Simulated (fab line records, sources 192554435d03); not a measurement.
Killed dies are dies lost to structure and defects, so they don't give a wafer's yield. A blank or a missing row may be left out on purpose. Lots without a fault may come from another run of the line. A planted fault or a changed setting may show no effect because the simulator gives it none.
Chamber matching | flow n5_finfet | N5_BEOL_M10_DESCUM_33 on rie_diel-05: 4 sister chambers
The step chemistry O2, time 7.9 s. 18 wafers are shown with their chamber, then 9 later ones without.

WAFERS WITH THEIR CHAMBER
wafer  | chamber | drypump_motor_current_A (A) | throttle_valve_pct (%) | showerhead_plenum_p_Torr (Torr)
L077.3 | 1       | 6.5                         | 19.99                  | 2.02
L077.5 | 1       | 6.4                         | 19.99                  | 2.02
L077.6 | 0       | 5.3                         | 20.29                  | 2.09
L080.2 | 2       | 5.4                         | 20.03                  | 2.07
L080.3 | 3       | 5.3                         | 20.15                  | 2.03
L080.5 | 1       | 6.4                         | 20.00                  | 2.02
L085.1 | 2       | 5.4                         | 20.04                  | 2.06
L085.2 | 1       | 6.4                         | 20.02                  | 2.01
L085.3 | 0       | 5.3                         | 20.31                  | 2.08
L091.1 | 0       | 5.2                         | 20.30                  | 2.08
L091.2 | 3       | 5.2                         | 20.18                  | 2.02
L091.4 | 1       | 6.4                         | 20.03                  | 2.01
L090.2 | 2       | 5.4                         | 20.08                  | 2.06
L090.4 | 3       | 5.3                         | 20.19                  | 2.02
L090.5 | 1       | 6.4                         | 20.05                  | 2.01
L093.1 | 1       | 6.4                         | 20.05                  | 2.01
L093.5 | 0       | 5.2                         | 20.33                  | 2.07
L093.6 | 3       | 5.2                         | 20.19                  | 2.02

SIGNATURES (means of the wafers above)
reading                  | chamber 0 | chamber 1 | chamber 2 | chamber 3 | scatter within a chamber
drypump_motor_current_A  | 5.250     | 6.414     | 5.400     | 5.250     | 0.0452
throttle_valve_pct       | 20.3075   | 20.0186   | 20.0500   | 20.1775   | 0.023
showerhead_plenum_p_Torr | 2.0800    | 2.0143    | 2.0633    | 2.0225    | 0.00605
Rule: a wafer's distance from a chamber is the root of the sum, over the readings, of the square of ((its reading less the chamber's mean) divided by the reading's scatter). The wafer belongs to the nearest chamber; if the next one is less than 2 further off, it can't be placed. The scatter: the root of (the sum of the squares of (reading less its chamber's mean) over the shown wafers, divided by (wafers less chambers)).

WAFERS WITHOUT THEIR CHAMBER
wafer  | drypump_motor_current_A (A) | throttle_valve_pct (%) | showerhead_plenum_p_Torr (Torr)
L094.2 | 6.4                         | 20.05                  | 2.01
L094.3 | 5.4                         | 20.07                  | 2.06
L094.4 | 5.3                         | 20.19                  | 2.02
L092.1 | 5.4                         | 20.08                  | 2.06
L092.4 | 5.2                         | 20.20                  | 2.02
L092.6 | 5.3                         | 20.21                  | 2.02
L095.2 | 5.3                         | 20.21                  | 2.01
L095.3 | 5.4                         | 20.12                  | 2.05
L095.5 | 5.2                         | 20.22                  | 2.01

WHICH CHAMBER EACH WENT THROUGH
wafer  | from the rows above | in truth
L094.2 | 1                   | 1
L094.3 | 2                   | 2
L094.4 | 3                   | 3
L092.1 | 2                   | 2
L092.4 | 3                   | 3
L092.6 | 3                   | 3
L095.2 | 3                   | 3
L095.3 | 2                   | 2
L095.5 | 3                   | 3
Placed correctly: 9 of 9. Can't be placed from these rows: 0. Placed wrongly: 0.
